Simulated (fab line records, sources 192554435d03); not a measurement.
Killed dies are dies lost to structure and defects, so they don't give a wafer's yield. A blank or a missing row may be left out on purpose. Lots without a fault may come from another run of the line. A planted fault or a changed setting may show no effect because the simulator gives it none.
fab line records | flow n5_finfet | part 2 of 2: steps 5 to 6 of 6
record lots=21 wafers=63 last_day=18
route steps=1938 shown MOL_CONTACT_COAG@527
lots that met no fault: from a run of the same line without faults
start_h: hours from the record's first day to the start of the lot's first wafer shown | wait_h: hours since the lot's step before | " the same as in the row above | L1.1+2: a row that stands for several wafers | - no value, or no start given | * or withheld: withheld | < > ~ a bound
route shown NAME@n: a module of which the file shows steps, and the number in the route of the first | usual: mean/standard deviation of fault-free wafers | same: alike in all rows | chamber/n: place in a boat | sites: the reading at each site | _std_site: their standard deviation | _edge_site: outer sites' mean less inner sites' | radius_mm: how far each site lies from the wafer's centre | mask NAME#n: copy n | behind: the tool/chamber that last shaped the wafer | hold: why the lot was held/for how many hours/how that ended | device: the transistor (n, p or np) that didn't switch | end of line: the same wafers' tests at the end of the route | a step without rows: its recipe alone | killed: dies lost to structure and defects at the first sort, not the wafer's yield | map: a wafer's dies, x killed, . not, _ none there
set.NAME: the setting as run; set.NAME@STEP: as run at that earlier step | model.NAME: the simulator's own value behind a step, which no gauge read
steps of the route over a sample of lots; a table a step, a row a wafer
services: from which hour (start_h, from the record's first day; less than 0 if before it) a tool's chamber was out of use, for how many hours, and why
## steps
# step N5_MOL_CONTACT_COAG_DESCUM_88
# recipe chemistry=O2 time_s=7 source_power_w=50 bias_power_w=20 pressure_mtorr=20 rf_frequency_hz=2.712e+07 temp_c=40 resist=CAR-EUV o2_flow_sccm=225
# usual chamber_pressure_mTorr=20.000/0.019 drypump_motor_current_A=5.5/0.39 oes_product_au=0.82/0.077 rf_vpp_V=243.7/1.3 showerhead_plenum_p_Torr=2.13/0.075 throttle_valve_pct=20.40/0.26
# columns lot.wafer tool chamber start_h wait_h chamber_pressure_mTorr drypump_motor_current_A oes_product_au rf_hours_counter_h rf_vpp_V showerhead_plenum_p_Torr throttle_valve_pct
L074.1 rie_diel-05 1 100.41 0.2 20.031 5.6 0.79 106 244.6 2.24 20.19
L074.2 " 3 " " 20.039 5.1 0.88 52 243.4 2.14 20.55
L074.3 " 2 " " 19.968 5.2 0.70 222 243.9 2.16 20.40
L075.1 rie_diel-02 2 108.37 0.0 20.036 6.4 0.89 33 244.6 2.20 20.19
L075.4 " 0 " " 20.028 4.8 0.80 133 243.9 2.10 20.33
L075.6 " 3 " " 19.973 5.2 0.77 - 243.3 2.12 20.52
L076.3 rie_diel-05 3 108.85 0.0 20.027 5.1 0.88 54 243.6 2.14 20.54
L076.4 " 1 " " 19.993 5.6 0.80 110 244.8 2.24 20.20
L076.5 " 1 " " 19.993 5.6 0.78 - 244.1 2.24 20.18
L077.4 rie_diel-01 0 118.09 0.0 20.007 6.0 0.71 222 241.7 1.96 20.59
L077.5 " 2 " " 20.014 5.2 0.84 - 244.0 2.10 19.88
L077.6 " 1 " " 20.009 5.7 0.96 - 244.8 2.23 20.61
L078.2 rie_diel-01 0 129.01 0.0 19.973 6.0 0.70 225 240.8 1.96 20.58
L078.4 " 1 " " 20.002 5.7 0.94 8 244.7 2.23 20.60
L078.5 " 1 " " 19.987 5.7 0.95 - 245.1 2.23 20.61
L079.1 rie_diel-02 0 129.37 0.0 19.984 4.9 0.79 140 244.0 2.09 20.35
L079.2 " 2 " " 19.967 6.4 0.88 41 244.4 2.20 20.19
L079.3 " 1 " " 20.000 5.0 0.82 84 245.5 2.23 20.53
L080.2 rie_diel-05 1 143.10 0.0 20.017 5.6 0.79 120 245.2 2.23 20.20
L080.4 " 3 " " 20.041 5.1 0.87 65 244.6 2.14 20.58
L080.5 " 2 " " 20.001 5.2 0.69 - 242.7 2.15 20.44
L081.2 rie_diel-05 0 144.07 0.4 20.014 5.4 0.92 37 242.3 2.03 20.44
L081.3 " 2 " " 19.993 5.2 0.70 236 244.1 2.15 20.44
L081.5 " 1 " " 20.005 5.6 0.78 - 243.0 2.23 20.21
L082.1 rie_diel-01 3 147.90 0.0 19.963 5.7 0.78 105 245.3 2.11 20.72
L082.4 " 2 " " 20.008 5.2 0.81 73 243.5 2.10 19.90
L082.6 " 2 " " 19.987 5.2 0.82 - 243.4 2.10 19.89
L083.1 rie_diel-01 2 153.13 0.0 20.012 5.2 0.81 75 243.9 2.10 19.89
L083.3 " 3 " " 19.971 5.7 0.78 107 244.0 2.11 20.73
L083.4 " 0 " " 19.997 6.0 0.70 234 241.3 1.96 20.60
L084.1 rie_diel-01 2 158.41 0.0 19.995 5.2 0.81 77 243.3 2.09 19.91
L084.4 " 1 " " 20.037 5.7 0.90 18 244.7 2.23 20.62
L084.6 " 2 " " 19.976 5.2 0.81 - 244.1 2.09 19.91
L085.1 rie_diel-05 0 167.35 0.0 19.996 5.4 0.89 48 242.5 2.03 20.46
L085.2 " 2 " " 19.992 5.2 0.69 243 245.9 2.15 20.44
L085.3 " 1 " " 20.010 5.6 0.77 131 245.8 2.23 20.22
L086.3 rie_diel-01 1 176.03 0.0 20.005 5.7 0.89 26 245.8 2.22 20.63
L086.4 " 3 " " 20.000 5.7 0.77 116 243.2 2.11 20.72
L086.6 " 0 " " 20.013 6.0 0.69 - 241.4 1.95 20.61
L087.2 rie_diel-05 1 181.69 0.6 20.053 5.6 0.76 136 243.7 2.23 20.22
L087.3 " 0 " " 19.988 5.4 0.88 52 241.6 2.03 20.44
L087.4 " 3 " " 19.997 5.1 0.85 80 243.2 2.13 20.59
L088.3 rie_diel-05 1 188.51 0.0 19.999 5.6 0.75 139 244.2 2.23 20.23
L088.4 " 3 " " 20.001 5.1 0.84 - 244.0 2.13 20.61
L088.5 " 1 " " 20.018 5.6 0.76 - 243.9 2.23 20.24
L089.2 rie_diel-02 1 192.03 0.0 20.001 5.0 0.78 103 244.2 2.22 20.55
L089.4 " 2 " " 20.004 6.3 0.84 58 245.3 2.19 20.22
L089.5 " 1 " " 20.013 5.0 0.78 - 245.6 2.22 20.53
L090.1 rie_diel-02 3 197.75 0.2 19.983 5.2 0.73 135 243.8 2.11 20.56
L090.2 " 2 " " 19.999 6.4 0.84 60 245.4 2.19 20.22
L090.3 " 1 " " 20.010 5.0 0.78 105 244.4 2.22 20.55
L092.1 rie_diel-05 1 210.56 0.0 19.974 5.6 0.76 148 246.1 2.22 20.24
L092.3 " 0 " " 19.982 5.4 0.86 65 242.6 2.02 20.47
L092.4 " 2 " " 20.021 5.1 1.00 0 244.1 2.15 20.11
L093.2 rie_diel-01 1 217.41 0.1 19.994 5.7 0.86 43 246.4 2.22 20.66
L093.4 " 0 " " 19.987 6.0 1.00 2 245.6 2.21 20.10
L093.6 " 2 " " 19.978 5.2 0.80 - 244.8 2.09 19.95
L094.2 rie_diel-01 1 220.22 0.0 19.991 5.7 0.86 44 244.8 2.22 20.65
L094.3 " 3 " " 19.981 5.7 0.75 134 244.1 2.10 20.76
L094.5 " 2 " " 19.995 5.2 0.79 - 242.8 2.09 19.94
L095.1 rie_diel-02 3 224.74 0.0 20.013 5.2 0.74 143 242.4 2.11 20.57
L095.4 " 0 " " 20.003 4.9 0.76 165 243.3 2.09 20.39
L095.6 " 2 " " 20.018 6.3 0.84 - 244.6 2.19 20.23
# step N5_MOL_CONTACT_COAG_STRIP_119
# recipe chemistry=N2/H2 time_s=30 power_w=1000 temp_c=250 pressure_mtorr=withheld n2_flow_sccm=1750 h2_flow_sccm=3250
# usual drypump_motor_current_A=5.7/0.32 h2_flow_sccm=3249/8.7 heater_power_w=354/11
# columns lot.wafer tool chamber start_h wait_h drypump_motor_current_A h2_flow_sccm heater_power_w rf_hours_counter_h
L074.1 plasma_asher-01 1 101.19 0.1 5.4 3241 352 82
L074.2 " 0 " " 5.3 3251 358 82
L074.3 " 1 " " 5.4 3247 358 -
L075.1 plasma_asher-01 1 109.10 0.1 5.5 3265 359 84
L075.4 " 1 " " 5.5 3274 358 -
L075.6 " 1 " " 5.5 3250 357 -
L076.3 plasma_asher-02 1 110.10 0.1 6.1 3253 360 -
L076.4 " 0 " " 5.7 3251 338 -
L076.5 " 1 " " 6.1 3249 364 -
L077.4 plasma_asher-02 0 118.78 0.1 5.7 3262 347 -
L077.5 " 1 " " 6.1 3243 348 -
L077.6 " 0 " " 5.7 3254 338 -
L078.2 plasma_asher-02 0 129.84 0.1 5.7 3234 336 49
L078.4 " 0 " " 5.7 3238 333 -
L078.5 " 1 " " 6.1 3261 357 -
L079.1 plasma_asher-01 0 130.03 0.1 5.3 3249 366 87
L079.2 " 1 " " 5.5 3256 361 87
L079.3 " 0 " " 5.3 3245 365 -
L080.2 plasma_asher-01 1 144.37 0.1 5.4 3247 363 90
L080.4 " 0 " " 5.3 3247 372 -
L080.5 " 1 " " 5.5 3238 362 -
L081.2 plasma_asher-01 0 144.72 0.1 5.3 3250 364 90
L081.3 " 0 " " 5.3 3257 366 -
L081.5 " 1 " " 5.5 3253 360 -
L082.1 plasma_asher-01 0 148.56 0.1 5.3 3243 359 91
L082.4 " 0 " " 5.3 3240 357 -
L082.6 " 0 " " 5.3 3260 359 -
L083.1 plasma_asher-01 1 154.42 0.1 5.5 3251 354 92
L083.3 " 1 " " 5.5 3262 367 -
L083.4 " 0 " " 5.3 3237 366 -
L084.1 plasma_asher-02 1 159.55 0.1 6.1 3261 358 55
L084.4 " 1 " " 6.1 3251 355 -
L084.6 " 1 " " 6.1 3242 361 -
L085.1 plasma_asher-02 0 168.26 0.1 5.7 3256 330 56
L085.2 " 1 " " 6.1 3251 358 56
L085.3 " 1 " " 6.2 3259 360 -
L086.3 plasma_asher-02 1 177.20 0.1 6.1 3247 360 -
L086.4 " 0 " " 5.7 3264 342 -
L086.6 " 0 " " 5.7 3246 345 -
L087.2 plasma_asher-02 1 182.63 0.1 6.1 3266 358 59
L087.3 " 0 " " 5.7 3256 342 -
L087.4 " 1 " " 6.1 3257 351 -
L088.3 plasma_asher-01 1 190.44 0.1 5.5 3251 366 -
L088.4 " 0 " " 5.3 3252 367 -
L088.5 " 0 " " 5.3 3244 368 -
L089.2 plasma_asher-02 1 192.99 0.1 6.2 3254 356 60
L089.4 " 1 " " 6.1 3253 357 -
L089.5 " 1 " " 6.2 3249 354 -
L090.1 plasma_asher-02 1 198.76 0.3 6.2 3258 363 62
L090.2 " 0 " " 5.7 3254 329 62
L090.3 " 1 " " 6.2 3241 363 -
L092.1 plasma_asher-02 1 211.46 0.1 6.1 3250 356 64
L092.3 " 0 " " 5.7 3242 338 -
L092.4 " 1 " " 6.1 3253 358 -
L093.2 plasma_asher-02 0 218.43 0.1 5.7 3248 342 65
L093.4 " 0 " " 5.7 3244 340 -
L093.6 " 0 " " 5.7 3243 340 -
L094.2 plasma_asher-02 1 220.87 0.1 6.1 3233 358 66
L094.3 " 0 " " 5.7 3237 340 -
L094.5 " 0 " " 5.7 3244 333 -
L095.1 plasma_asher-01 0 225.40 0.1 5.3 3247 365 107
L095.4 " 0 " " 5.3 3243 351 -
L095.6 " 1 " " 5.5 3241 359 -
## services
# columns tool chamber start_h hours kind
rie_diel-01 1 76.89 - clean
rie_diel-01 1 76.89 - consumable_replace:focus_ring
rie_diel-01 1 76.89 - consumable_replace:showerhead
rie_diel-01 1 76.89 15.8 scheduled_down
rie_diel-01 1 76.89 15.8 vent_cycle
rie_diel-05 - 112.03 4.3 pm
rie_diel-02 2 136.70 8.8 repair
rie_diel-02 - 154.74 14.6 pm
rie_diel-05 2 159.38 5.2 repair
rie_diel-02 1 170.92 3.2 repair
rie_diel-05 2 185.33 - clean
rie_diel-05 2 185.33 - consumable_replace:focus_ring
rie_diel-05 2 185.33 22.6 scheduled_down
rie_diel-05 2 185.33 22.6 vent_cycle
rie_diel-01 0 194.65 - clean
rie_diel-01 0 194.65 - consumable_replace:focus_ring
rie_diel-01 0 194.65 - consumable_replace:showerhead
rie_diel-01 0 194.65 18.3 scheduled_down
rie_diel-01 0 194.65 18.3 vent_cycle
rie_diel-02 - 201.05 2.8 pm
